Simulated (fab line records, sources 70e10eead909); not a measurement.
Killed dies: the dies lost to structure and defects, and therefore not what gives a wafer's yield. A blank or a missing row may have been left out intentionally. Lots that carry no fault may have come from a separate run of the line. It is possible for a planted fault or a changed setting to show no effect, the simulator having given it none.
Chamber matching || flow nand_harc || 3 sister chambers for NHARC_P_M1_PRE_CLEAN_32 on pecvd-04
The step time 12 s. 6 wafers are shown with their chamber, then 11 later ones without.

WAFERS, EACH WITH ITS CHAMBER
{"wafer": "L084.6", "chamber": 1, "heater_power_outer_w (W)": 357, "heater_power_w (W)": 626}
{"wafer": "L086.4", "chamber": 0, "heater_power_outer_w (W)": 424, "heater_power_w (W)": 733}
{"wafer": "L087.4", "chamber": 2, "heater_power_outer_w (W)": 416, "heater_power_w (W)": 694}
{"wafer": "L087.5", "chamber": 0, "heater_power_outer_w (W)": 429, "heater_power_w (W)": 714}
{"wafer": "L087.6", "chamber": 1, "heater_power_outer_w (W)": 384, "heater_power_w (W)": 685}
{"wafer": "L089.2", "chamber": 2, "heater_power_outer_w (W)": 353, "heater_power_w (W)": 648}

WAFERS WITHOUT THEIR CHAMBER
{"wafer": "L089.4", "heater_power_outer_w (W)": 364, "heater_power_w (W)": 664}
{"wafer": "L089.6", "heater_power_outer_w (W)": 426, "heater_power_w (W)": 764}
{"wafer": "L091.1", "heater_power_outer_w (W)": 438, "heater_power_w (W)": 770}
{"wafer": "L091.2", "heater_power_outer_w (W)": 418, "heater_power_w (W)": 689}
{"wafer": "L091.6", "heater_power_outer_w (W)": 434, "heater_power_w (W)": 782}
{"wafer": "L093.3", "heater_power_outer_w (W)": 387, "heater_power_w (W)": 670}
{"wafer": "L093.4", "heater_power_outer_w (W)": 394, "heater_power_w (W)": 669}
{"wafer": "L093.5", "heater_power_outer_w (W)": 375, "heater_power_w (W)": 661}
{"wafer": "L097.3", "heater_power_outer_w (W)": 401, "heater_power_w (W)": 710}
{"wafer": "L097.4", "heater_power_outer_w (W)": 408, "heater_power_w (W)": 687}
{"wafer": "L097.6", "heater_power_outer_w (W)": 390, "heater_power_w (W)": 665}

EACH ONE'S CHAMBER
{"wafer": "L089.4", "from the rows above": "can't be placed: 1 or 2", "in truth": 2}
{"wafer": "L089.6", "from the rows above": 0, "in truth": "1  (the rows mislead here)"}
{"wafer": "L091.1", "from the rows above": 0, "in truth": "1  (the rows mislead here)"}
{"wafer": "L091.2", "from the rows above": "can't be placed: 0 or 2 or 1", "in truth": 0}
{"wafer": "L091.6", "from the rows above": 0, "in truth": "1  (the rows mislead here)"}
{"wafer": "L093.3", "from the rows above": "can't be placed: 2 or 1", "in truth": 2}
{"wafer": "L093.4", "from the rows above": "can't be placed: 2 or 1 or 0", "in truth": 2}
{"wafer": "L093.5", "from the rows above": "can't be placed: 1 or 2", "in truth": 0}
{"wafer": "L097.3", "from the rows above": "can't be placed: 0 or 2 or 1", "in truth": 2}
{"wafer": "L097.4", "from the rows above": "can't be placed: 2 or 0 or 1", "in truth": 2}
{"wafer": "L097.6", "from the rows above": "can't be placed: 2 or 1 or 0", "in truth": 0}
0 of 11 placed correctly. Unplaceable from these rows: 8, with the true chamber sitting among the candidates in 7. Number placed wrongly: 3.
How it was worked out, from the rows above alone: a wafer's distance from a chamber is the root of the sum, over the readings, of the square of ((its reading less the chamber's mean) divided by the reading's scatter). The wafer belongs to the nearest chamber; if the next one is less than 2 further off, it can't be placed. Each chamber's mean is taken over the wafers shown for it. The scatter is the square root of a quotient: the sum, over the shown wafers, of each reading's squared deviation from its chamber's mean, divided by wafers minus chambers.
